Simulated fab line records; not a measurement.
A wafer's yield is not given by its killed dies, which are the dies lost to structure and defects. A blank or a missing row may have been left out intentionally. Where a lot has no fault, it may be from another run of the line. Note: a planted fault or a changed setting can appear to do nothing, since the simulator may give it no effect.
Matching of chambers ; flow nand harc ; NHARC_THIN_TSV_ETCHBACK_48 on rie diel-12 has 4 sister chambers
The step etches the open film in C4F8/Ar, target depth 1028.5 nm, time 405.17 s. 4 wafers are shown with their chamber, then 7 later ones without.

WAFERS PAIRED WITH THEIR CHAMBERS
wafer;chamber;rf vpp V (V)
L220.3;2;550
L221.6;1;541
L235.1;3;546
L235.2;0;542

WAFERS WITHOUT THEIR CHAMBER
wafer;rf vpp V (V)
L235.5;548
L234.2;540
L234.4;547
L234.5;541
L236.2;542
L236.3;547
L236.5;547

THE CHAMBER EACH PASSED THROUGH
wafer;from the rows above;in truth
L235.5;can't be placed: 2 or 3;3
L234.2;can't be placed: 1 or 0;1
L234.4;can't be placed: 3 or 2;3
L234.5;can't be placed: 1 or 0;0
L236.2;can't be placed: 0 or 1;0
L236.3;can't be placed: 3 or 2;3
L236.5;can't be placed: 3 or 2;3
Correctly placed: 0 of 7. Unplaceable from these rows: 7, with the true chamber sitting among the candidates in 7. 0 placed wrongly.
How it was worked out, from the rows above alone: a wafer's distance from a chamber is the root of the sum, over the readings, of the square of ((its reading less the chamber's mean) divided by the reading's scatter). The wafer belongs to the nearest chamber; if the next one is less than 2 further off, it can't be placed. Each chamber's mean is taken over the wafers shown for it. The scatter (one wafer shown for each chamber): square how far every hidden wafer sits from the nearest shown wafer, average those squares and take the square root.
